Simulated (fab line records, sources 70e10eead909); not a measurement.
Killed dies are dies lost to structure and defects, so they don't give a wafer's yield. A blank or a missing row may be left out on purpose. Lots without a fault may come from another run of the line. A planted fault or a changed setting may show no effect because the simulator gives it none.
Chamber matching | flow nand_harc | NHARC_A_CHANNEL_FILL_D1_ETCHBACK_19 on rie_si-06: 4 sister chambers
The step etches the open film in HBr/Cl2, target depth 5 nm, time 1.7 s. 8 wafers are shown with their chamber, then 7 later ones without.

WAFERS WITH THEIR CHAMBER
wafer  | chamber | drypump_motor_current_A (A) | oes_product_au (a.u.)
L643.4 | 0       | 5.5                         | 0.993
L645.4 | 2       | 6.2                         | 0.985
L645.5 | 1       | 4.9                         | 0.995
L651.1 | 3       | 5.8                         | 1.017
L651.4 | 0       | 5.6                         | 0.980
L651.5 | 3       | 5.8                         | 1.024
L648.1 | 2       | 6.1                         | 0.972
L648.3 | 1       | 4.9                         | 0.991

WAFERS WITHOUT THEIR CHAMBER
wafer  | drypump_motor_current_A (A) | oes_product_au (a.u.)
L648.5 | 4.9                         | 0.983
L653.1 | 5.6                         | 0.991
L653.3 | 6.1                         | 0.980
L653.5 | 6.1                         | 0.990
L659.1 | 5.6                         | 1.003
L659.2 | 4.9                         | 0.995
L659.5 | 5.8                         | 1.019

WHICH CHAMBER EACH WENT THROUGH
wafer  | from the rows above | in truth
L648.5 | 1                   | 1
L653.1 | 0                   | 0
L653.3 | 2                   | 2
L653.5 | 2                   | 2
L659.1 | 0                   | 0
L659.2 | 1                   | 1
L659.5 | 3                   | 3
Placed correctly: 7 of 7. Can't be placed from these rows: 0. Placed wrongly: 0.
How it was worked out, from the rows above alone: a wafer's distance from a chamber is the root of the sum, over the readings, of the square of ((its reading less the chamber's mean) divided by the reading's scatter). The wafer belongs to the nearest chamber; if the next one is less than 2 further off, it can't be placed. A chamber's mean is the mean of its shown wafers. The scatter: the root of (the sum of the squares of (reading less its chamber's mean) over the shown wafers, divided by (wafers less chambers)).
